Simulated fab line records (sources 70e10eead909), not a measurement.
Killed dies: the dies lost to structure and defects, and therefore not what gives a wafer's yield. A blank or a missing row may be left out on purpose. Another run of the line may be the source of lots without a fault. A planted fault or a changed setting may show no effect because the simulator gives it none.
Chamber matching || flow nandHarc || NHARC_P_GATE_ALD_36 on aldSin-01 has 4 sister chambers
The step deposits SiNx, target thk 20 nm, pulse time 60 s, ald cycles 223. 14 wafers are shown with their chamber, then 7 later ones without.

## WAFERS WITH THEIR CHAMBER
{"wafer": "L077.2", "chamber": 2, "heaterPowerW (W)": 858, "precursorPulseHeightRel": 1.024}
{"wafer": "L077.1", "chamber": 1, "heaterPowerW (W)": 821, "precursorPulseHeightRel": 1.003}
{"wafer": "L077.6", "chamber": 3, "heaterPowerW (W)": 745, "precursorPulseHeightRel": 0.981}
{"wafer": "L079.3", "chamber": 1, "heaterPowerW (W)": 835, "precursorPulseHeightRel": 0.970}
{"wafer": "L079.6", "chamber": 2, "heaterPowerW (W)": 849, "precursorPulseHeightRel": 0.979}
{"wafer": "L079.5", "chamber": 3, "heaterPowerW (W)": 730, "precursorPulseHeightRel": 0.996}
{"wafer": "L082.3", "chamber": 0, "heaterPowerW (W)": 889, "precursorPulseHeightRel": 0.989}
{"wafer": "L082.1", "chamber": 2, "heaterPowerW (W)": 839, "precursorPulseHeightRel": 1.027}
{"wafer": "L082.6", "chamber": 3, "heaterPowerW (W)": 734, "precursorPulseHeightRel": 1.011}
{"wafer": "L085.3", "chamber": 3, "heaterPowerW (W)": 745, "precursorPulseHeightRel": 1.007}
{"wafer": "L085.6", "chamber": 0, "heaterPowerW (W)": 917, "precursorPulseHeightRel": 0.961}
{"wafer": "L085.5", "chamber": 1, "heaterPowerW (W)": 804, "precursorPulseHeightRel": 1.001}
{"wafer": "L088.4", "chamber": 3, "heaterPowerW (W)": 749, "precursorPulseHeightRel": 1.015}
{"wafer": "L088.5", "chamber": 0, "heaterPowerW (W)": 876, "precursorPulseHeightRel": 1.008}

SIGNATURES (means of the wafers above)
{"reading": "heaterPowerW", "chamber 0": 894.00, "chamber 1": 820.00, "chamber 2": 848.67, "chamber 3": 740.60, "scatter within a chamber": 13.4}
{"reading": "precursorPulseHeightRel", "chamber 0": 0.98600, "chamber 1": 0.99133, "chamber 2": 1.01000, "chamber 3": 1.00200, "scatter within a chamber": 0.02}
Rule: a wafer's distance from a chamber is the root of the sum, over the readings, of the square of ((its reading less the chamber's mean) divided by the reading's scatter). The wafer belongs to the nearest chamber; if the next one is less than 2 further off, it can't be placed. The scatter: the root of (the sum of the squares of (reading less its chamber's mean) over the shown wafers, divided by (wafers less chambers)).

## WAFERS MISSING THEIR CHAMBER
{"wafer": "L088.6", "heaterPowerW (W)": 813, "precursorPulseHeightRel": 1.006}
{"wafer": "L094.4", "heaterPowerW (W)": 901, "precursorPulseHeightRel": 1.000}
{"wafer": "L094.2", "heaterPowerW (W)": 747, "precursorPulseHeightRel": 1.053}
{"wafer": "L094.6", "heaterPowerW (W)": 895, "precursorPulseHeightRel": 1.002}
{"wafer": "L097.2", "heaterPowerW (W)": 875, "precursorPulseHeightRel": 1.014}
{"wafer": "L097.3", "heaterPowerW (W)": 903, "precursorPulseHeightRel": 1.011}
{"wafer": "L097.5", "heaterPowerW (W)": 745, "precursorPulseHeightRel": 1.013}

## EACH ONE'S CHAMBER
{"wafer": "L088.6", "from the rows above": "can't be placed: 1 or 2", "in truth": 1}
{"wafer": "L094.4", "from the rows above": 0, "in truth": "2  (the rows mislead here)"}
{"wafer": "L094.2", "from the rows above": 3, "in truth": 3}
{"wafer": "L094.6", "from the rows above": 0, "in truth": 0}
{"wafer": "L097.2", "from the rows above": "can't be placed: 2 or 0", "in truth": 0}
{"wafer": "L097.3", "from the rows above": 0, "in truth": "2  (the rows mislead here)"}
{"wafer": "L097.5", "from the rows above": 3, "in truth": 3}
Correct placement for 3 of the 7. Not placeable from these rows: 2 (in 2, the candidates include the true chamber). Wrongly placed: 2.
